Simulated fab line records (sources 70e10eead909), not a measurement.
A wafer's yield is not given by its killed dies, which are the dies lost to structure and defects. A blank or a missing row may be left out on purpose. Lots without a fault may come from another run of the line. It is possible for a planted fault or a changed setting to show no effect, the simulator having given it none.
Code-filled problem report in 8D (eight disciplines) form :: flow nand harc :: the parts of the form that need people (team, actions taken, sign-off) are left out

## 1. PROBLEM STATEMENT
exposure dose mJ cm2 at NHARC_A_STAIRCASE_EXPOSE_286 reads a mean of 18.949 on 9 wafers of 3 lots; wafers without a fault read 25.006 with a standard deviation of 0.022. That is -99 or more standard deviations from the usual mean.
The step: exposes mask CHOP 100.
Seen first at day 19 16:54 on krf scanner-03, wafer L633.1. At this step, 39 wafers from 13 lots have a number in the record. Rule for "out" (also "out of limits"): further than 4 standard deviations from the usual mean. Any other wafer with a number is counted as sound.

## 2. WHAT THIS IS AND IS NOT
question: which readings at this step
is: exposure dose mJ cm2
is not: -

question: which lots
is: L633, L642, L643
is not: L627, L628, L629, L630, L631, L632, L634, L640, L646, L648

question: which wafers of those lots
is: all that have a number
is not: -

question: read on which tools
is: krf scanner-03
is not: krf scanner-02, krf scanner-04

question: when
is: from day 19 16:54
is not: up to then (21 sound wafers); but 9 sound wafers of L640, L646, L648 came after

## 3. WHAT RULES OUT EACH SUSPECT
Counting: a tool stays on the suspect list if, at a process step up to the reading, it processed all lots that are out and no sound lot following the first of them.
- krf scanner-03 at NHARC_A_STAIRCASE_EXPOSE_286 (exposes mask CHOP 100): kept. It ran every lot that is out, first L633 (day 19 16:54), and no sound lot after that; its last sound lot up to then is L634 (day 19 03:26). On those wafers its own readings are out: exposure dose mJ cm2.
The count leaves krf scanner-03 at NHARC_A_STAIRCASE_EXPOSE_286.

## 4. THE CAUSE (what the simulator had put in)
Process parameter drift: krf scanner-03, from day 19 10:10 on, at NHARC_A_STAIRCASE_EXPOSE_286. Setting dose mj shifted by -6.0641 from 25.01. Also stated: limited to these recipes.
The count eliminated every tool but this one.

## 5. THE EFFECT CHAIN, in route order
One row per reading whose mean, taken over the struck wafers that have a number, lies over 3 standard deviations from the usual. Scope: only readings with a usual standard deviation given in the record; hours: median across lots of the time from each lot's start at the first step in this table that gives one to its start at this step; sigmas: change in usual standard deviations.
hours: 0
step: NHARC_A_STAIRCASE_EXPOSE_286
reading: exposure dose mJ cm2
usual: 25.006
on struck wafers: 18.949
change: -6.057
sigmas: -99 or more
Process steps it contains:
- NHARC_A_STAIRCASE_EXPOSE_286: exposes mask CHOP 100.
At these later measuring or inspecting steps, every struck wafer for which the step has a row has a number for every such reading, and none has moved that far: NHARC_END_SORT_01.

## 6. HOW IT WOULD HAVE BEEN CAUGHT EARLIER
In this record the first reading out of limits was taken at day 19 16:54, 7 hours after the fault began at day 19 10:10.
